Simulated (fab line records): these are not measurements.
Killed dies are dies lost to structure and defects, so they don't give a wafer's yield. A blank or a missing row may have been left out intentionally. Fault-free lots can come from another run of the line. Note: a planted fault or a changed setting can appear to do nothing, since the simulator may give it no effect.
Split-lot trial -- flow n5-finfet -- 7 lots, 21 wafers read, on a route of 1938 steps

ON THE SPLIT
At N5_FIN_SAQP_PECVD_06 (deposits a-Si from SiH4/He, target thk 60 nm, time 48.1 s), the setting time-s was moved away from the recipe's 48.1 s on 4 of the 21 wafers read, by -14.1% to -8.7%. This setting was run at the recipe's value on the other wafers.

FROM THE SPLIT TO THE READING: what the file shows between them, 8 steps
- N5_FIN_SAQP_THK_MEAS_07
- N5_FIN_SAQP_HM_DEP_72: deposits SiO2 from SiH4/N2O, target thk 12 nm, time 7.2 s (also split here: time-s)
- N5_FIN_SAQP_COAT_49: time 60 s, resist thk 100 nm
- N5_FIN_SAQP_COAT_50: time 60 s, resist thk 35 nm
- N5_FIN_SAQP_ETCH_52: etches SOC in N2/H2, target depth 100 nm, overetch 20 nm, time 150 s
- N5_FIN_SAQP_STRIP_53: strips in N2/H2
- N5_FIN_SAQP_HM_OPEN_73: chemistry CHF3/O2, target SiO2, stops on a-Si, target depth 12 nm, time 16.8 s
- N5_FIN_SAQP_STRIP_74: strips in CHF3/O2

THE READING
oes-product-au, in a.u., at N5_FIN_SAQP_MANDREL_ETCH_22 (etches a-Si in HBr/Cl2, stops on SiNx, target depth 60 nm, bt time 10 s, time 30 s). A value of 0.766 a.u. with a standard deviation of 0.014 a.u. is what fault-free wafers of this fab line usually give.

wafer,"tool, chamber at the split","time-s as run, s",against the recipe,"oes-product-au, a.u.",against lot-mates on the recipe
L075.1,"pecvd-01, 1",48.1,recipe,0.748,-
L075.3,"pecvd-01, 0",48.1,recipe,0.739,-
L075.6,"pecvd-01, 2",48.1,recipe,0.784,-
L077.1,"pecvd-03, 1",48.1,recipe,0.777,-
L077.2,"pecvd-03, 2",42.45,-11.7%,0.706,-0.073
L077.5,"pecvd-03, 2",48.1,recipe,0.781,-
L078.2,"pecvd-01, 2",48.1,recipe,0.767,-
L078.3,"pecvd-01, 0",48.1,recipe,0.764,-
L078.4,"pecvd-01, 0",48.1,recipe,0.769,-
L081.2,"pecvd-03, 2",48.1,recipe,0.753,-
L081.3,"pecvd-03, 1",41.32,-14.1%,0.698,-0.062
L081.5,"pecvd-03, 1",48.1,recipe,0.767,-
L090.4,"pecvd-01, 0",48.1,recipe,0.777,-
L090.5,"pecvd-01, 1",48.1,recipe,0.796,-
L090.6,"pecvd-01, 2",48.1,recipe,0.768,-
L091.2,"pecvd-02, 1",48.1,recipe,0.767,-
L091.5,"pecvd-02, 1",48.1,recipe,0.769,-
L091.6,"pecvd-02, 2",48.1,recipe,0.757,-
L092.2,"pecvd-03, 2",48.1,recipe,0.752,-
L092.3,"pecvd-03, 0",43.92,-8.7%,0.718,-0.034
L092.6,"pecvd-03, 0",43.92,-8.7%,0.720,-0.032

THE FIT
A straight line over all 21 wafers: oes-product-au changes by +0.00514 a.u. for each +1% of time-s; r = +0.87; the points scatter about the line by 0.013 a.u.
The same after taking each lot's own level away (the mean of its wafers on the recipe; 21 wafers): +0.00474 a.u. for each +1%; r = +0.90; scatter 0.011 a.u.
On that fit, the largest move of time-s shifts the reading by 0.067 a.u.
From 0.7520 to 0.7803 a.u.: that is the span of the lots' own levels, equal to 2.0 times the standard deviation above.
Hence the lot-to-lot level has little effect on the slope; both slopes agree.
Check: for one of the wafers moved furthest among these (-14.1%), held out of the fit, the line's prediction against its lot-mates is -0.0699 a.u. It came out at -0.062 a.u. against them.

ADDITIONAL SPLITS CARRIED BY THESE WAFERS
These wafers also went through other splits before the reading. Each is held against what the fit with the lots' levels taken away leaves over:
other split on the same wafers,wafers away from the commonest value,r with oes-product-au (lot level and that fit taken away)
N5_PMOS_HMC_CHANNEL_EPI_COAT_03 spin-rpm,7,-0.30
N5_PMOS_HMC_CHANNEL_EPI_EXPOSE_06 dose-mj,12,+0.00
N5_FIN_SAQP_HM_DEP_72 time-s,5,+0.13

THE WHOLE CHAIN: every reading that the file lists as answering this split, in the file's order
step,what it does,reading,change (the file's fit),r (the file's)
N5_FIN_SAQP_PECVD_06,"deposits a-Si from SiH4/He, target thk 60 nm, time 48.1 s","a-Si_of_FIN_SAQP_PECVD_06.thk-nm (the simulator's own value, which no gauge read)",+0.639 nm for each +1% of the setting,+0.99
N5_FIN_SAQP_THK_MEAS_07,,thk-nm,withheld for each +1% of the setting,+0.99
N5_FIN_SAQP_MANDREL_ETCH_22,"etches a-Si in HBr/Cl2, stops on SiNx, target depth 60 nm, bt time 10 s, time 30 s",oes-product-au,+0.00489 a.u. for each +1% of the setting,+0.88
N5_FIN_SAQP_MANDREL_ETCH_22,"etches a-Si in HBr/Cl2, stops on SiNx, target depth 60 nm, bt time 10 s, time 30 s","etch.depth-nm (the simulator's own value, which no gauge read)",+0.641 nm for each +1% of the setting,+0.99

FILE'S OWN FIT
oes-product-au changes by +0.00489 a.u. for each +1% of time-s, r = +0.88.
